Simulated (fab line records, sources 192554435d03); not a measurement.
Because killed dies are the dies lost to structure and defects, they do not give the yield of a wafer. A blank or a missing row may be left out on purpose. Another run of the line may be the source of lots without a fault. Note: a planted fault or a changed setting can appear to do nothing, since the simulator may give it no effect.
Comparing a struck lot with a sound one + flow n5-finfet + 35 out of 1938 route steps
Sound: these wafers, L428.2, L428.3, L428.6. Wafers struck: L438.2, L438.4, L438.5. At the end, the cause is stated.
At each step with rows: each side's tool, then ch and its chambers, then its first start. Under that, the readings that differ: sound wafers + struck wafers + difference of the means + sigmas: that difference in standard deviations of wafers without a fault.
alike: a reading whose means differ by less than 2 such deviations, as well as words and numbers matching on both sides. not compared: withheld readings; readings where some wafer has no value; bounds like >300 that might hide an equal value; numbers whose values overlap and for which the record gives no deviation.
A row with sigmas, a row that says differs or no value, or rows on one side alone: a step with any of these is where the two part. Non-overlapping numbers with no deviation appear without sigmas and do not part them. A reading missing from all wafers of one side parts the sides only when that side holds two or more wafers.

first, 9 steps without rows for these wafers: N5_STI_FIN_REVEAL_OXIDATION_33 (chemistry O2 PLASMA REMOTE, time 20 s); N5_STI_FIN_REVEAL_CLEAN_19 (cleans in O3/DIW, time 120 s); N5_STI_FIN_REVEAL_SRD_23 (time 30 s); N5_STI_FIN_REVEAL_PRECLEAN_18 (cleans in SC2, time 45 s); N5_STI_FIN_REVEAL_SRD_28 (time 30 s); N5_DUMMY_GATE_PRECLEAN_00 (cleans in O3/DIW, time 60 s); N5_DUMMY_GATE_SRD_01 (time 30 s); N5_DUMMY_GATE_ALD_02 (deposits SiO2, target thk 2 nm, pulse time 1 s); N5_DUMMY_GATE_CVD_03 (deposits a-Si from SiH4, target thk 150 nm, time 8042 s).
N5_DUMMY_GATE_PRECLEAN_46: cleans in DIW, time 89.5 s.
  sound on wet-bench-01 ch 2,3,4, day 3 18:15; struck on wet-bench-01 ch 2,3,6, day 6 06:59
then, 24 steps without rows for these wafers: N5_DUMMY_GATE_SRD_47 (dry time 32 s); N5_DUMMY_GATE_CMP_04 (polishes a-Si); N5_DUMMY_GATE_HM_DEP_06 (deposits SiNx from DCS/NH3, target thk 80 nm, time 5141 s); N5_DUMMY_GATE_PECVD_30 (deposits SiO2 from TEOS/O2, target thk 55 nm, time 10.8 s); N5_DUMMY_GATE_COAT_34 (time 60 s, resist thk 60 nm); N5_DUMMY_GATE_COAT_35 (time 60 s, resist thk 10 nm); N5_DUMMY_GATE_COAT_28 (time 60 s, resist thk 10 nm); N5_DUMMY_GATE_COAT_09 (resist thk 30 nm); N5_DUMMY_GATE_EBR_11; N5_DUMMY_GATE_SOFTBAKE_10 (time 60 s); N5_DUMMY_GATE_EXPOSE_12 (exposes mask GATE, target cd 25 nm); N5_DUMMY_GATE_PEB_13 (peb time 60 s); N5_DUMMY_GATE_DEVELOP_14 (develop time 30 s); N5_DUMMY_GATE_DESCUM_20 (chemistry O2, time 6.2 s); N5_DUMMY_GATE_ETCH_29 (etches underlayer in N2/H2, target depth 13 nm); N5_DUMMY_GATE_ETCH_36 (etches SiARC in CF4, target depth 13 nm); N5_DUMMY_GATE_ETCH_37 (etches SOC in N2/H2, target depth 60 nm, overetch 30 nm); N5_DUMMY_GATE_STRIP_38 (strips in N2/H2); N5_DUMMY_GATE_STRIP_39 (strips in N2/H2); N5_DUMMY_GATE_TRIM_49 (chemistry O2, time 29 s, target cd 14 nm); N5_DUMMY_GATE_STRIP_40 (strips in CF4); N5_DUMMY_GATE_ETCH_31 (etches SiO2 in C4F6/O2, target depth 82.5 nm, time 27.5 s); N5_DUMMY_GATE_STRIP_41 (strips in O2); N5_DUMMY_GATE_HM_OPEN_21 (chemistry CH3F/O2, target SiNx, target depth 120 nm, time 171.4 s).
-- here the record skips 11 days between the struck wafers' starts before and after, leaving off in module DUMMY_GATE and picking up in module PASSIVATION (first step shown: number 1936 of the route) --
N5_PASSIVATION_PROBE_49:
  record: rows for the struck wafers here (prober-01, day 17 17:31), none for the sound ones

== WHERE THEY PART ==
N5_PASSIVATION_PROBE_49 only, going by this record.

WHY: the cause the simulator had injected
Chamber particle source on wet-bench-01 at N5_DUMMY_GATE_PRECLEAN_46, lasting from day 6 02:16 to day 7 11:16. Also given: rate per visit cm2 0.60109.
